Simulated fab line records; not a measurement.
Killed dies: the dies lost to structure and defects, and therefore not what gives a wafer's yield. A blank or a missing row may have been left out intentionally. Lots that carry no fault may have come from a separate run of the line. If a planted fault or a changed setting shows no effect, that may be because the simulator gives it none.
fab line records + flow nandHarc
[record]
- lots = 5
- wafers = 15
- lastDay = 33
route steps=1302 shown P_ZERO_WELL@14
lots that met no fault: taken from a fault-free run of the same line
startH: hours from the record's opening day to when the first of the lot's shown wafers began + waitH: hours elapsed since this lot's preceding step + " unchanged from the row above + L1.1+2: a row that stands for several wafers + - either no value or no given start + * or withheld: withheld + < > ~ a bound
route shown NAME@n: a module of which the file shows steps, and the number in the route of the first + usual: mean/standard deviation taken from wafers without a fault + same: alike in all rows + chamber/n: place in a boat + sites: the reading at each site + _std_site: the standard deviation of these + _edge_site: inner sites' mean taken away from outer sites' mean + radiusMm: how far each site lies from the wafer's centre + mask NAME#n: copy n + behind: the last tool/chamber to shape the wafer + hold: why the lot was held/for how many hours/how that ended + device: transistor that didn't switch, given as n, p or np + end of line: tests of these same wafers at the route's end + where a step has no rows: the recipe by itself + killed: not the wafer's yield, but the dies lost to structure and defects at the first sort + map: a wafer's dies, x killed, . not, _ none there
set.NAME: the run value of the setting; set.NAME@STEP: its run value at that earlier step + model.NAME: the simulator's own value behind a step, which no gauge read
lots at selected steps of the route; one table per step, one row per wafer
services: from which hour (startH, from the record's first day; less than 0 if before it) a tool's chamber was out of use, for how many hours, and why
[[steps]]
[step NHARC_P_ZERO_WELL_CD_MEAS_11]
[recipe]
- targetCdNm = 500
- landingEnergyEv = 500
[usual]
- cdNm = 499.4/1.7
| lot.wafer | tool     | chamber | startH | waitH | cdNm  |
|-----------|----------|---------|--------|-------|-------|
| L986.1    | cdSem-01 | 0       | 21.24  | -     | 500.8 |
| L986.4    | "        | 0       | "      | "     | 501.4 |
| L986.6    | "        | 0       | "      | "     | 501.8 |
| L993.1    | cdSem-03 | 0       | 91.24  | -     | 499.1 |
| L993.2    | "        | 0       | "      | "     | 499.5 |
| L993.4    | "        | 0       | "      | "     | 499.2 |
| L104.1    | cdSem-02 | 0       | 201.24 | -     | 499.4 |
| L104.2    | "        | 0       | "      | "     | 498.0 |
| L104.3    | "        | 0       | "      | "     | 499.8 |
| L106.4    | cdSem-03 | 0       | 221.13 | -     | 499.2 |
| L106.5    | "        | 0       | "      | "     | 502.1 |
| L106.6    | "        | 0       | "      | "     | 499.4 |
| L109.1    | cdSem-03 | 0       | 251.15 | -     | 497.8 |
| L109.4    | "        | 0       | "      | "     | 497.9 |
| L109.6    | "        | 0       | "      | "     | 499.2 |
[step NHARC_P_ZERO_WELL_HARDBAKE_12]
[recipe]
- tempC = 118
- timeS = 65
[step NHARC_P_ZERO_WELL_DESCUM_13]
[recipe]
- timeS = 3
- o2FlowSccm = 200
- arFlowSccm = 0
- biasPowerW = 0
- chemistry = O2
[usual]
- drypumpMotorCurrentA = 5.8/0.5
- oesProductAu = 1.002/0.011
- rfVppV = 57.7/1
- showerheadPlenumPTorr = 1.89/0.087
- throttleValvePct = 11.312/0.0084
| lot.wafer | tool       | chamber | startH | waitH | drypumpMotorCurrentA | oesProductAu | rfHoursCounterH | rfVppV | showerheadPlenumPTorr | throttleValvePct |
|-----------|------------|---------|--------|-------|----------------------|--------------|-----------------|--------|-----------------------|------------------|
| L986.4    | rieDiel-04 | 0       | 21.42  | -     | 5.2                  | 0.982        | 1               | 57.7   | 1.85                  | 11.305           |
| L986.1    | "          | 1       | "      | "     | 5.4                  | 1.011        | 1               | 56.5   | 1.78                  | 11.322           |
| L986.6    | "          | 2       | "      | "     | 5.7                  | 1.004        | -               | 58.5   | 1.96                  | 11.300           |
| L993.4    | rieDiel-05 | 1       | 91.40  | -     | 6.7                  | 1.004        | 13              | 58.2   | 1.89                  | 11.306           |
| L993.2    | "          | 2       | "      | "     | 6.3                  | 1.006        | 15              | 57.4   | 1.85                  | 11.298           |
| L993.1    | "          | 3       | "      | "     | 5.0                  | 1.008        | 11              | 58.2   | 1.80                  | 11.299           |
| L104.2    | rieDiel-04 | 1       | 201.44 | -     | 5.3                  | 0.993        | 3               | 57.0   | 2.08                  | 11.321           |
| L104.3    | "          | 3       | "      | "     | 6.2                  | 0.986        | 3               | 57.6   | 1.92                  | 11.312           |
| L104.1    | "          | 0       | "      | "     | 5.2                  | 0.996        | 3               | 58.3   | 1.83                  | 11.311           |
| L106.4    | rieDiel-04 | 0       | 221.27 | -     | 5.2                  | 1.001        | 7               | 59.5   | 1.83                  | 11.308           |
| L106.6    | "          | 0       | "      | "     | 5.2                  | 1.003        | -               | 57.0   | 1.83                  | 11.300           |
| L106.5    | "          | 1       | "      | "     | 5.4                  | 0.999        | -               | 59.2   | 2.07                  | 11.298           |
| L109.4    | rieDiel-11 | 3       | 251.31 | -     | 5.8                  | 1.019        | 58              | 56.4   | 1.78                  | 11.307           |
| L109.1    | "          | 2       | "      | "     | 5.6                  | 1.008        | 56              | 57.5   | 1.79                  | 11.315           |
| L109.6    | "          | 0       | "      | "     | 6.5                  | 1.015        | -               | 56.8   | 1.90                  | 11.312           |
[step NHARC_P_ZERO_WELL_ETCH_65]
[recipe]
- targetDepthA = 800
- overetchA = 240
- timeS = 87.88
- ionEnergyEv = 200
- n2FlowSccm = 150
- h2FlowSccm = 150
- arFlowSccm = 0
- rfW = 400
- biasW = 150
- chemistry = N2/H2
[usual]
- drypumpMotorCurrentA = 5.8/0.5
- oesProductAu = 1.003/0.01
- rfVppV = 429.6/2.7
- showerheadPlenumPTorr = 2.01/0.09
- throttleValvePct = 14.172/0.0094
| lot.wafer | tool       | chamber | startH | waitH | drypumpMotorCurrentA | oesProductAu | rfHoursCounterH | rfVppV | showerheadPlenumPTorr | throttleValvePct |
|-----------|------------|---------|--------|-------|----------------------|--------------|-----------------|--------|-----------------------|------------------|
| L986.1    | rieDiel-04 | 2       | 21.48  | 0.1   | 5.7                  | 1.004        | 1               | 430.9  | 2.09                  | 14.164           |
| L986.4    | "          | 0       | "      | "     | 5.2                  | 0.989        | 1               | 430.0  | 1.97                  | 14.167           |
| L986.6    | "          | 2       | "      | "     | 5.7                  | 1.005        | -               | 430.9  | 2.09                  | 14.156           |
| L993.4    | rieDiel-05 | 2       | 91.49  | 0.1   | 6.3                  | 0.996        | 15              | 428.5  | 1.97                  | 14.165           |
| L993.1    | "          | 3       | "      | "     | 4.9                  | 0.997        | 11              | 426.9  | 1.92                  | 14.172           |
| L993.2    | "          | 0       | "      | "     | 5.5                  | 1.014        | 10              | 432.8  | 2.15                  | 14.179           |
| L104.1    | rieDiel-04 | 2       | 201.54 | 0.1   | 5.7                  | 1.010        | 3               | 431.9  | 2.07                  | 14.182           |
| L104.2    | "          | 0       | "      | "     | 5.2                  | 1.002        | 3               | 428.8  | 1.95                  | 14.159           |
| L104.3    | "          | 1       | "      | "     | 5.4                  | 0.991        | 3               | 434.6  | 2.22                  | 14.150           |
| L106.4    | rieDiel-04 | 2       | 221.37 | 0.1   | 5.7                  | 1.001        | 9               | 429.9  | 2.07                  | 14.165           |
| L106.6    | "          | 2       | "      | "     | 5.7                  | 1.009        | -               | 431.5  | 2.07                  | 14.173           |
| L106.5    | "          | 3       | "      | "     | 6.2                  | 0.993        | -               | 430.6  | 2.05                  | 14.182           |
| L109.4    | rieDiel-11 | 1       | 251.39 | 0.1   | 5.8                  | 0.992        | 52              | 432.3  | 2.13                  | 14.171           |
| L109.1    | "          | 0       | "      | "     | 6.5                  | 1.015        | 56              | 430.2  | 2.03                  | 14.165           |
| L109.6    | "          | 2       | "      | "     | 5.5                  | 1.000        | -               | 425.8  | 1.91                  | 14.172           |
[step NHARC_P_ZERO_WELL_ETCH_62]
[recipe]
- targetDepthA = 130
- timeS = 6.5
- chf3FlowSccm = 50
- arFlowSccm = 200
- rfW = 500
- biasW = 200
- chemistry = CHF3/Ar
[usual]
- drypumpMotorCurrentA = 5.8/0.49
- oesProductAu = 0.958/0.017
- rfVppV = 370.1/2.3
- showerheadPlenumPTorr = 2.32/0.1
- throttleValvePct = 20.217/0.0097
| lot.wafer | tool       | chamber | startH | waitH | drypumpMotorCurrentA | oesProductAu | rfHoursCounterH | rfVppV | showerheadPlenumPTorr | throttleValvePct |
|-----------|------------|---------|--------|-------|----------------------|--------------|-----------------|--------|-----------------------|------------------|
| L986.1    | rieDiel-04 | 2       | -      | -     | 5.7                  | 0.962        | 1               | 370.6  | 2.40                  | 20.222           |
| L986.4    | "          | 3       | "      | "     | 6.3                  | 0.967        | 1               | 372.7  | 2.38                  | 20.233           |
| L986.6    | "          | 3       | "      | "     | 6.3                  | 0.968        | -               | 371.0  | 2.38                  | 20.224           |
| L993.4    | rieDiel-05 | 0       | -      | -     | 5.5                  | 0.986        | 10              | 374.2  | 2.46                  | 20.215           |
| L993.2    | "          | 2       | "      | "     | 6.3                  | 0.947        | 15              | 368.4  | 2.27                  | 20.214           |
| L993.1    | "          | 3       | "      | "     | 5.0                  | 0.972        | 11              | 367.8  | 2.21                  | 20.222           |
| L104.3    | rieDiel-04 | 3       | -      | -     | 6.2                  | 0.939        | 3               | 370.0  | 2.35                  | 20.219           |
| L104.1    | "          | 1       | "      | "     | 5.4                  | 0.948        | 3               | 374.4  | 2.53                  | 20.207           |
| L104.2    | "          | 2       | "      | "     | 5.7                  | 0.954        | 3               | 371.9  | 2.38                  | 20.201           |
| L106.4    | rieDiel-04 | 0       | -      | -     | 5.2                  | 0.937        | 8               | 368.7  | 2.24                  | 20.231           |
| L106.6    | "          | 3       | "      | "     | 6.2                  | 0.943        | -               | 370.9  | 2.35                  | 20.205           |
| L106.5    | "          | 0       | "      | "     | 5.2                  | 0.936        | -               | 368.7  | 2.24                  | 20.208           |
| L109.4    | rieDiel-11 | 1       | -      | -     | 5.8                  | 0.971        | 52              | 372.0  | 2.44                  | 20.208           |
| L109.1    | "          | 3       | "      | "     | 5.8                  | 0.973        | 58              | 367.2  | 2.18                  | 20.207           |
| L109.6    | "          | 1       | "      | "     | 5.8                  | 0.971        | -               | 373.1  | 2.44                  | 20.196           |
[step NHARC_P_ZERO_WELL_ETCH_63]
[recipe]
- targetDepthA = 1200
- timeS = 40.1
- hbrFlowSccm = 150
- cl2FlowSccm = 50
- rfW = 400
- icpW = 400
- biasW = 100
- chemistry = HBr/Cl2
[usual]
- drypumpMotorCurrentA = 5.7/0.48
- oesProductAu = 0.996/0.0099
- throttleValvePct = 26.407/0.0093
| lot.wafer | tool     | chamber | startH | waitH | drypumpMotorCurrentA | oesProductAu | rfHoursCounterH | throttleValvePct |
|-----------|----------|---------|--------|-------|----------------------|--------------|-----------------|------------------|
| L986.1    | rieSi-03 | 0       | 21.66  | -     | 5.3                  | 1.005        | 0.9             | 26.393           |
| L986.4    | "        | 3       | "      | "     | 5.8                  | 0.990        | 0.8             | 26.402           |
| L986.6    | "        | 0       | "      | "     | 5.3                  | 0.991        | -               | 26.409           |
| L993.1    | rieSi-03 | 1       | 91.66  | -     | 6.6                  | 0.995        | 0.3             | 26.405           |
| L993.2    | "        | 2       | "      | "     | 5.9                  | 0.997        | 0.3             | 26.390           |
| L993.4    | "        | 0       | "      | "     | 5.3                  | 1.009        | 0.2             | 26.408           |
| L104.2    | rieSi-05 | 0       | 201.71 | -     | 5.6                  | 0.996        | 0.3             | 26.416           |
| L104.1    | "        | 2       | "      | "     | 6.3                  | 0.995        | 0.3             | 26.413           |
| L104.3    | "        | 3       | "      | "     | 5.9                  | 0.986        | 0.3             | 26.406           |
| L106.5    | rieSi-02 | 3       | 221.64 | -     | 5.4                  | 0.986        | -               | 26.397           |
| L106.6    | "        | 0       | "      | "     | 5.6                  | 1.003        | -               | 26.421           |
| L106.4    | "        | 1       | "      | "     | 5.0                  | 0.994        | -               | 26.398           |
| L109.1    | rieSi-05 | 2       | 251.56 | -     | 6.3                  | 0.982        | 0.7             | 26.416           |
| L109.4    | "        | 2       | "      | "     | 6.3                  | 0.997        | -               | 26.404           |
| L109.6    | "        | 3       | "      | "     | 5.9                  | 0.987        | -               | 26.416           |
[step NHARC_P_ZERO_WELL_STRIP_15]
[recipe]
- timeS = 900
- tempC = 130
- chemistry = SPM
[step NHARC_P_ZERO_WELL_DEHYDRATE_16]
[recipe]
- tempC = 150
- timeS = 120
[step NHARC_P_ZERO_WELL_HMDS_17]
[recipe]
- timeS = 30
[step NHARC_P_ZERO_WELL_COAT_18]
[recipe]
- spinRpm = withheld
[step NHARC_P_ZERO_WELL_SOFTBAKE_19]
[recipe]
- tempC = 122
- timeS = 95
[step NHARC_P_ZERO_WELL_EBR_20]
[step NHARC_P_ZERO_WELL_EXPOSE_21]
[recipe]
- na = 0.6
- targetCdNm = 720
- doseMj = 22.31
- maskId = P_NWELL
| lot.wafer  | tool          | chamber | startH | waitH | mask         |
|------------|---------------|---------|--------|-------|--------------|
| L986.1+4+6 | krfScanner-01 | 0       | 22.30  | -     | P_NWELL#0    |
| L993.1+2+4 | krfScanner-02 | 0       | 92.43  | -     | P_NWELL_R1#0 |
| L104.1+2+3 | krfScanner-02 | 0       | 202.51 | -     | P_NWELL#0    |
| L106.4+5+6 | krfScanner-04 | 0       | 222.40 | -     | P_NWELL#0    |
| L109.1+4+6 | krfScanner-02 | 0       | 252.36 | -     | P_NWELL#0    |
[step NHARC_P_ZERO_WELL_PEB_22]
[recipe]
- pebTempC = 118
- pebTimeS = 85
[step NHARC_P_ZERO_WELL_DEVELOP_23]
[recipe]
- timeS = 70
[step NHARC_P_ZERO_WELL_CD_MEAS_24]
[recipe]
- targetCdNm = 720
- landingEnergyEv = 500
[usual]
- cdNm = 719.6/1.8
| lot.wafer | tool     | chamber | startH | waitH | cdNm  |
|-----------|----------|---------|--------|-------|-------|
| L986.1    | cdSem-01 | 0       | 22.46  | -     | 717.2 |
| L986.4    | "        | 0       | "      | "     | 719.4 |
| L986.6    | "        | 0       | "      | "     | 718.7 |
| L993.1    | cdSem-01 | 0       | 92.58  | -     | 696.8 |
| L993.2    | "        | 0       | "      | "     | 700.7 |
| L993.4    | "        | 0       | "      | "     | 699.8 |
| L104.1    | cdSem-02 | 0       | 202.66 | -     | 718.5 |
| L104.2    | "        | 0       | "      | "     | 718.3 |
| L104.3    | "        | 0       | "      | "     | 719.5 |
| L106.4    | cdSem-02 | 0       | 222.54 | -     | 718.4 |
| L106.5    | "        | 0       | "      | "     | 721.2 |
| L106.6    | "        | 0       | "      | "     | 716.3 |
| L109.1    | cdSem-01 | 0       | 252.52 | -     | 722.3 |
| L109.4    | "        | 0       | "      | "     | 716.4 |
| L109.6    | "        | 0       | "      | "     | 717.5 |
[step NHARC_P_ZERO_WELL_HARDBAKE_25]
[recipe]
- tempC = 125
- timeS = 80
[step NHARC_P_ZERO_WELL_DESCUM_26]
[recipe]
- timeS = 3
- o2FlowSccm = 200
- arFlowSccm = 0
- biasPowerW = 0
- chemistry = O2
[usual]
- drypumpMotorCurrentA = 5.7/0.45
- oesProductAu = 1.002/0.011
- rfVppV = 57.6/0.84
- showerheadPlenumPTorr = 1.88/0.085
- throttleValvePct = 11.311/0.0089
| lot.wafer | tool       | chamber | startH | waitH | drypumpMotorCurrentA | oesProductAu | rfHoursCounterH | rfVppV | showerheadPlenumPTorr | throttleValvePct | model.P_ZERO_WELL.cdNm |
|-----------|------------|---------|--------|-------|----------------------|--------------|-----------------|--------|-----------------------|------------------|------------------------|
| L986.4    | rieDiel-04 | 2       | 22.63  | -     | 5.7                  | 1.003        | 2               | 57.5   | 1.96                  | 11.328           | 719.6                  |
| L986.1    | "          | 0       | "      | "     | 5.2                  | 0.993        | 2               | 57.9   | 1.85                  | 11.305           | 717.9                  |
| L986.6    | "          | 1       | "      | "     | 5.4                  | 1.026        | -               | 58.2   | 1.78                  | 11.314           | 718.8                  |
| L993.4    | rieDiel-04 | 0       | 92.77  | -     | 5.2                  | 0.972        | 25              | 56.4   | 1.84                  | 11.308           | 699.5                  |
| L993.1    | "          | 1       | "      | "     | 5.3                  | 1.017        | 24              | 57.8   | 1.77                  | 11.313           | 697                    |
| L993.2    | "          | 2       | "      | "     | 5.7                  | 1.008        | 24              | 56.5   | 1.95                  | 11.299           | 701                    |
| L104.3    | rieDiel-11 | 3       | 202.84 | -     | 5.8                  | 1.018        | 38              | 58.4   | 1.78                  | 11.299           | 718.9                  |
| L104.1    | "          | 0       | "      | "     | 6.4                  | 1.011        | 38              | 58.3   | 1.91                  | 11.312           | 718.8                  |
| L104.2    | "          | 2       | "      | "     | 5.6                  | 1.012        | 38              | 55.4   | 1.80                  | 11.300           | 718.8                  |
| L106.4    | rieDiel-11 | 1       | 222.69 | -     | 5.8                  | 0.992        | 42              | 56.7   | 2.00                  | 11.311           | 718.7                  |
| L106.6    | "          | 1       | "      | "     | 5.8                  | 0.986        | -               | 57.3   | 2.00                  | 11.316           | 716.8                  |
| L106.5    | "          | 2       | "      | "     | 5.6                  | 1.014        | -               | 58.0   | 1.80                  | 11.302           | 721.4                  |
| L109.1    | rieDiel-04 | 0       | 252.70 | -     | 5.2                  | 0.989        | 17              | 57.1   | 1.82                  | 11.300           | 722.8                  |
| L109.4    | "          | 1       | "      | "     | 5.4                  | 0.999        | 19              | 57.3   | 2.07                  | 11.311           | 715.7                  |
| L109.6    | "          | 3       | "      | "     | 6.3                  | 0.994        | -               | 57.2   | 1.92                  | 11.310           | 717.8                  |
[step NHARC_P_ZERO_WELL_IMPLANT_27]
[recipe]
- energyKev = 600
- doseCm2 = 1e+13
- tiltDeg = 7
[[services]]
| tool          | chamber | startH | hours | kind   |
|---------------|---------|--------|-------|--------|
| rieDiel-04    | -       | 0.90   | 9.0   | pm     |
| rieSi-03      | 3       | 1.58   | 11.0  | repair |
| rieDiel-05    | 2       | 16.61  | 4.6   | repair |
| krfScanner-02 | -       | 21.16  | 7.8   | repair |
| rieDiel-05    | 3       | 23.08  | 4.5   | repair |
| rieSi-03      | -       | 44.00  | 9.0   | pm     |
| rieDiel-05    | -       | 52.65  | 9.0   | pm     |
| rieDiel-11    | 0       | 52.67  | 9.7   | repair |
| rieSi-05      | -       | 65.64  | 0.2   | repair |
| krfScanner-02 | -       | 75.76  | 1.0   | repair |
| rieDiel-11    | -       | 78.63  | 9.0   | pm     |
| krfScanner-02 | -       | 94.02  | 4.0   | pm     |
| krfScanner-02 | -       | 112.16 | 2.4   | repair |
| rieSi-05      | -       | 128.00 | 9.0   | pm     |
| krfScanner-02 | -       | 128.11 | 1.4   | repair |
| rieDiel-05    | 0       | 133.98 | 3.9   | repair |
| rieDiel-04    | 1       | 151.58 | 1.9   | repair |
| rieDiel-04    | 1       | 157.93 | 2.0   | repair |
| rieDiel-05    | 0       | 159.05 | 37.6  | repair |
| rieSi-03      | 3       | 161.04 | 3.0   | repair |
| rieDiel-05    | 1       | 168.30 | 2.3   | repair |
| rieDiel-04    | -       | 177.90 | 9.0   | pm     |
| rieDiel-11    | 1       | 209.86 | 6.0   | repair |
| rieDiel-05    | -       | 229.65 | 9.0   | pm     |
[[key]]
[firstSign]
- step = NHARC_P_ZERO_WELL_EXPOSE_21
- reading = mask
- direction = changed
[effect]
- step = NHARC_P_ZERO_WELL_CD_MEAS_24
- reading = cdNm
- direction = down
- sigmas = 11
- usual = 719.6
- struck = 699.1
[modelEffect]
- step = NHARC_P_ZERO_WELL_DESCUM_26
- value = P_ZERO_WELL.cdNm
- without = 721.5
- struck = 699.1
metAt NHARC_P_ZERO_WELL_EXPOSE_21
struckWafers L993.1,L993.2,L993.4
testerLeftOut L993
[fault]
- kind = wrongMask
- tool = any
- chamber = -
- onsetH = 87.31
- steps = NHARC_P_ZERO_WELL_EXPOSE_21
- auxCopy = P_NWELL_R1#0
- cdOffsetNm = -22.32
- scope = struckLotsOnly
// testerLeftOut: of these lots the tester's yield and bins aren't shown, on N5 and GAA mostly nor the transistor test; their killed dies are dies lost to structure and defects alone, not to doping, threshold or leakage, so they don't give the yield
